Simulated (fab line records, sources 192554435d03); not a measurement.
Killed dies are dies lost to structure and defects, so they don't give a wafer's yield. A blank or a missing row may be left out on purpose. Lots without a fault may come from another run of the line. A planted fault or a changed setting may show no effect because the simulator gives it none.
Chamber matching | flow n5_finfet | N5_BEOL_M13_ILD_DEP_00 on pecvd-04: 3 sister chambers
The step deposits SiOC from DEMS/O2, target thk 837.92 nm, time 166.4 s. 14 wafers are shown with their chamber, then 7 later ones without.

WAFERS WITH THEIR CHAMBER
wafer  | chamber | throttle_valve_pct (%) | showerhead_vpp_V (V) | showerhead_plenum_p_Torr (Torr)
L074.1 | 1       | 13.0                   | 1325                 | 5.692
L074.3 | 0       | 11.7                   | 1275                 | 5.676
L074.6 | 1       | 12.6                   | 1308                 | 5.674
L076.1 | 1       | 13.0                   | 1310                 | 5.704
L076.4 | 0       | 11.7                   | 1272                 | 5.689
L076.6 | 2       | 10.6                   | 1445                 | 5.726
L077.2 | 2       | 10.8                   | 1397                 | 5.722
L077.3 | 1       | 12.9                   | 1300                 | 5.698
L077.5 | 1       | 13.1                   | 1313                 | 5.706
L079.2 | 0       | 11.8                   | 1269                 | 5.694
L079.4 | 0       | 11.8                   | 1277                 | 5.677
L079.6 | 2       | 10.5                   | 1420                 | 5.717
L088.2 | 0       | 11.8                   | 1300                 | 5.671
L088.3 | 1       | 12.9                   | 1284                 | 5.694

SIGNATURES (means of the wafers above)
reading                  | chamber 0 | chamber 1 | chamber 2 | scatter within a chamber
throttle_valve_pct       | 11.760    | 12.917    | 10.633    | 0.137
showerhead_vpp_V         | 1278.60   | 1306.67   | 1420.67   | 15.7
showerhead_plenum_p_Torr | 5.68140   | 5.69467   | 5.72167   | 0.00989
Rule: a wafer's distance from a chamber is the root of the sum, over the readings, of the square of ((its reading less the chamber's mean) divided by the reading's scatter). The wafer belongs to the nearest chamber; if the next one is less than 2 further off, it can't be placed. The scatter: the root of (the sum of the squares of (reading less its chamber's mean) over the shown wafers, divided by (wafers less chambers)).

WAFERS WITHOUT THEIR CHAMBER
wafer  | throttle_valve_pct (%) | showerhead_vpp_V (V) | showerhead_plenum_p_Torr (Torr)
L088.5 | 11.6                   | 1266                 | 5.685
L087.1 | 11.9                   | 1282                 | 5.684
L087.5 | 11.8                   | 1282                 | 5.669
L087.6 | 12.8                   | 1304                 | 5.693
L093.2 | 11.9                   | 1274                 | 5.683
L093.5 | 13.2                   | 1312                 | 5.693
L093.6 | 11.7                   | 1294                 | 5.685

WHICH CHAMBER EACH WENT THROUGH
wafer  | from the rows above | in truth
L088.5 | 0                   | 0
L087.1 | 0                   | 0
L087.5 | 0                   | 0
L087.6 | 1                   | 1
L093.2 | 0                   | 0
L093.5 | 1                   | 1
L093.6 | 0                   | 0
Placed correctly: 7 of 7. Can't be placed from these rows: 0. Placed wrongly: 0.
